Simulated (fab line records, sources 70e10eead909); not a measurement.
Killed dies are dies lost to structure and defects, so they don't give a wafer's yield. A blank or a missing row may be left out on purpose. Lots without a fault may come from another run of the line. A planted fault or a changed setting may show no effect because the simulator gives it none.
Chamber matching | flow nand_harc | NHARC_P_CONTACT_STRIP_28 on rie_diel-12: 4 sister chambers
The step strips in O2. 18 wafers are shown with their chamber, then 9 later ones without.

WAFERS WITH THEIR CHAMBER
wafer  | chamber | showerhead_plenum_p_Torr (Torr) | drypump_motor_current_A (A) | oes_product_au (a.u.)
L076.3 | 1       | 3.68                            | 5.4                         | 1.005
L076.4 | 2       | 3.56                            | 5.9                         | 1.004
L076.6 | 2       | 3.56                            | 5.9                         | 0.994
L080.3 | 0       | 3.35                            | 6.2                         | 0.991
L080.5 | 0       | 3.35                            | 6.2                         | 0.995
L080.6 | 1       | 3.68                            | 5.4                         | 0.994
L083.1 | 0       | 3.35                            | 6.2                         | 0.997
L083.5 | 3       | 3.43                            | 5.6                         | 1.008
L083.6 | 2       | 3.56                            | 5.9                         | 1.000
L085.2 | 3       | 3.43                            | 5.7                         | 1.012
L085.4 | 2       | 3.55                            | 5.9                         | 0.992
L085.6 | 0       | 3.35                            | 6.2                         | 0.996
L086.1 | 1       | 3.68                            | 5.4                         | 0.992
L086.3 | 3       | 3.43                            | 5.6                         | 1.019
L086.4 | 0       | 3.35                            | 6.2                         | 1.008
L087.2 | 0       | 3.35                            | 6.2                         | 1.001
L087.4 | 1       | 3.68                            | 5.4                         | 0.992
L087.6 | 3       | 3.43                            | 5.6                         | 1.018

SIGNATURES (means of the wafers above)
reading                  | chamber 0 | chamber 1 | chamber 2 | chamber 3 | scatter within a chamber
showerhead_plenum_p_Torr | 3.3500    | 3.6800    | 3.5575    | 3.4300    | 0.00231
drypump_motor_current_A  | 6.200     | 5.400     | 5.900     | 5.625     | 0.0231
oes_product_au           | 0.99800   | 0.99575   | 0.99750   | 1.01425   | 0.00574
Rule: a wafer's distance from a chamber is the root of the sum, over the readings, of the square of ((its reading less the chamber's mean) divided by the reading's scatter). The wafer belongs to the nearest chamber; if the next one is less than 2 further off, it can't be placed. The scatter: the root of (the sum of the squares of (reading less its chamber's mean) over the shown wafers, divided by (wafers less chambers)).

WAFERS WITHOUT THEIR CHAMBER
wafer  | showerhead_plenum_p_Torr (Torr) | drypump_motor_current_A (A) | oes_product_au (a.u.)
L088.1 | 3.35                            | 6.2                         | 1.001
L088.2 | 3.55                            | 5.9                         | 0.973
L088.5 | 3.35                            | 6.2                         | 1.001
L093.2 | 3.35                            | 6.2                         | 1.019
L093.3 | 3.55                            | 5.9                         | 0.988
L093.6 | 3.43                            | 5.6                         | 1.005
L096.3 | 3.55                            | 5.9                         | 0.998
L096.4 | 3.35                            | 6.2                         | 1.011
L096.5 | 3.55                            | 5.9                         | 0.989

WHICH CHAMBER EACH WENT THROUGH
wafer  | from the rows above | in truth
L088.1 | 0                   | 0
L088.2 | 2                   | 2
L088.5 | 0                   | 0
L093.2 | 0                   | 0
L093.3 | 2                   | 2
L093.6 | 3                   | 3
L096.3 | 2                   | 2
L096.4 | 0                   | 0
L096.5 | 2                   | 2
Placed correctly: 9 of 9. Can't be placed from these rows: 0. Placed wrongly: 0.
